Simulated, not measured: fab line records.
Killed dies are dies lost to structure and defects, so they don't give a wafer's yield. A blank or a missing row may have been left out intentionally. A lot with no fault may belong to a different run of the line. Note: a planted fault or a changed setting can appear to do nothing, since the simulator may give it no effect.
Struck lot and sound lot, side by side / flow nandHarc / 14 steps out of a route of 1159
Sound: these wafers, L140.3, L140.5, L140.6. Struck: wafers L148.2, L148.4, L148.5. At the end, the cause is stated.
Order at every step that has rows: each side's tool, ch and its chambers, its first start. Under that, the readings that differ: sound wafers / struck wafers / difference of the means / sigmas: that difference in standard deviations of wafers without a fault.
alike: same words and numbers on both sides, and readings whose means sit less than 2 such deviations apart. not compared: any withheld reading, any reading some wafer has no value for, any bound like >300 that may hide the same value, and any number with overlapping values for which the record gives no deviation.
A row with sigmas, a row that says differs or no value, or rows on one side alone: a step with any of these is where the two part. Numbers that don't overlap but have no deviation are shown without sigmas and don't part them. A reading missing from all wafers of one side parts the sides only when that side holds two or more wafers.

NHARC_P_CONTACT_CD_MEAS_19:
  sound on cdSem-02, day 7 14:22; struck on cdSem-03, day 9 07:47
  alike: cdNm
NHARC_P_CONTACT_STRIP_28: strips in O2.
  sound on rieDiel-01 ch 0,3, day 7 14:27; struck on rieDiel-07 ch 0,1,3, day 9 07:53
reading=oesProductAu (a.u.); sound=1.012 0.996 1.024; struck=0.982 0.994 0.992; difference=-0.021; sigmas=-2
  alike: drypumpMotorCurrentA, rfVppV, showerheadPlenumPTorr, throttleValvePct
  not compared: rfHoursCounterH
then, 1 step without rows for these wafers: NHARC_P_CONTACT_STRIP_29 (strips in post etch residue remover, time 1200 s).
NHARC_P_CONTACT_DEGAS_38: time 60 s.
  sound on pvdSputter-02, day 7 15:05; struck on pvdSputter-02, day 9 08:31
  alike: heaterPowerW
then, 1 step without rows for these wafers: NHARC_P_CONTACT_PRE_CLEAN_39 (time 19.5 s).
NHARC_P_CONTACT_PVD_32: deposits Ti, target thk 5 nm, time 17.7 s.
  sound on pvdSputter-02; struck on pvdSputter-02
  alike: throttleValvePct
then, 1 step without rows for these wafers: NHARC_P_CONTACT_ALD_22 (deposits TiN, target thk 3 nm, pulse time 1 s, ald cycles 150).
NHARC_P_CONTACT_CVD_23: deposits W, target thk 200 nm, time 557 s.
  sound on cvdW-02 ch 0,1; struck on cvdW-01 ch 0,1
  alike: heaterPowerW, throttleValvePct
NHARC_P_CONTACT_CMP_24: polishes, t overpolish 30 s, target thk 200 nm.
  sound on cmp-03 ch 0,1,2, day 7 19:02; struck on cmp-01 ch 0,1, day 9 12:03
  alike: motorCurrentA, overpolishRunS, slurryFlowMlMin, timeToEndpointS
after that, 1 step had no rows for these wafers: NHARC_P_CONTACT_SRD_26.
NHARC_P_CONTACT_INSPECT_27:
  sound on defectInspect-02, day 7 19:22; struck on defectInspect-02, day 9 12:27
  alike: rawDefectCount
NHARC_P_M0_DEP_00: deposits SiOC, target thk 150 nm.
  sound on pecvd-03 ch 1,2, day 7 19:31; struck on pecvd-03 ch 0,1,2, day 9 13:09
then, 1 step without rows for these wafers: NHARC_P_M0_DEHYDRATE_01 (time 120 s).
-- break in the record here, with 14 days between the starts of the struck wafers on either side (left off in module P_M0, picked up again in module END, where the first step shown is number 1159 on the route) --
NHARC_END_SORT_01:
  at this point the record logs the struck wafers (prober-02 ch 0, day 23 13:11) and has no rows for the sound ones

== WHERE THEY PART ==
Earliest at NHARC_P_CONTACT_STRIP_28; latest, in this record, at NHARC_END_SORT_01.

WHY: what the simulator had put in
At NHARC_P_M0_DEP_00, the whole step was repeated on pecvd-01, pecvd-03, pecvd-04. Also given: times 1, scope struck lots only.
